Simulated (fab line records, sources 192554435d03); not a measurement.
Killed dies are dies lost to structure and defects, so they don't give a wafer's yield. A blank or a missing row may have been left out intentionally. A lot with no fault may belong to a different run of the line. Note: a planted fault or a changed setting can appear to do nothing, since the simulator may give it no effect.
Which tool is to blame? -- flow n5_finfet -- route of 1938 steps, sampled at 1 step: 8 lots, 22 wafers

== WHAT THE GAUGES READ, wafer by wafer ==
N5_BEOL_M4_RC_MEAS_101.
lot,measured,on,DIBL_N (mV/V)
L814,day 8 06:47,prober-01,38.2 35.8 35.6
L817,day 9 04:58,prober-02,35.3 35.8 37.2
L819,day 9 13:22,prober-02,35.3 35.6 35.8
L828,day 11 21:58,prober-02,38.2 38.3
L830,day 12 04:54,prober-02,35.3 35.0 35.6
L829,day 12 10:07,prober-01,34.4 33.6
L834,day 13 08:37,prober-02,37.3 37.9 36.8
L835,day 13 09:00,prober-01,35.9 35.7 35.5

== WHICH TOOL RAN EACH LOT (tool, then ch and the chambers of the sampled wafers, then the start) ==
The record shows no process step preceding these readings.

== THE ANSWER, worked out from the rows above alone ==
Rule: the lots themselves supply what counts as usual. Put in order of their means at a reading, lots are off if they are a third of the lots or fewer, leave a main group of 4 or more, and stand apart from it by a gap of 3 or more times the standard deviation of the main group's means; of several such gaps the widest counts. A main group is skipped when, at the precision printed for the reading in the tables above, its means are all equal. Also off: a lot with no number at a reading for which 4 or more lots have one. The other lots that the step has rows for count as sound.
No lot is off at any reading shown: from this, nothing can be told.

== WHAT THE SIMULATOR HAD INSERTED ==
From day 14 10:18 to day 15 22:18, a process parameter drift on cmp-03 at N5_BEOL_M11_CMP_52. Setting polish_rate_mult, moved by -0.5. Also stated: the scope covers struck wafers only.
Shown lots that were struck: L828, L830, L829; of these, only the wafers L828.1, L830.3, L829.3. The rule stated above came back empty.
